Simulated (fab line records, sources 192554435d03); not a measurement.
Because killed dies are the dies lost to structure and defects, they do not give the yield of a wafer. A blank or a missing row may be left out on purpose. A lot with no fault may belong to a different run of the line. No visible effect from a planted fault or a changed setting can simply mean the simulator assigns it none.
Matching of chambers | flow n5 finfet | pecvd-03 running N5_BEOL_M0_SAQP_PECVD_04: 3 sister chambers
The step deposits a-Si from SiH4/He, target thk 60 nm, time 60.2 s. 3 wafers are shown with their chamber, then 12 later ones without.

## WAFERS WITH THEIR CHAMBER
wafer  | chamber | showerhead plenum p Torr (Torr)
L086.2 | 1       | 5.57
L088.1 | 2       | 5.68
L088.6 | 0       | 5.73

## WAFERS WHOSE CHAMBER IS MISSING
wafer  | showerhead plenum p Torr (Torr)
L090.2 | 5.73
L090.4 | 5.56
L090.6 | 5.71
L091.2 | 5.72
L091.4 | 5.57
L091.5 | 5.72
L094.3 | 5.58
L094.4 | 5.73
L094.5 | 5.74
L092.1 | 5.66
L092.2 | 5.57
L092.5 | 5.73

## WHICH CHAMBER EACH ONE RAN IN
wafer  | from the rows above     | in truth
L090.2 | 0                       | 0
L090.4 | 1                       | 1
L090.6 | can't be placed: 0 or 2 | 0
L091.2 | 0                       | 0
L091.4 | 1                       | 1
L091.5 | 0                       | 0
L094.3 | 1                       | 1
L094.4 | 0                       | 0
L094.5 | 0                       | 0
L092.1 | 2                       | 2
L092.2 | 1                       | 1
L092.5 | 0                       | 0
11 of 12 placed correctly. These rows do not allow placing 1 (true chamber among the candidates in 1). Number placed wrongly: 0.
How it was worked out, from the rows above alone: a wafer's distance from a chamber is the root of the sum, over the readings, of the square of ((its reading less the chamber's mean) divided by the reading's scatter). If the next closest chamber is less than 2 further off than the closest, the wafer can't be placed; otherwise it belongs to the closest. A chamber's mean is the mean of its shown wafers. The scatter (one wafer shown for each chamber): square how far every hidden wafer sits from the nearest shown wafer, average those squares and take the square root.
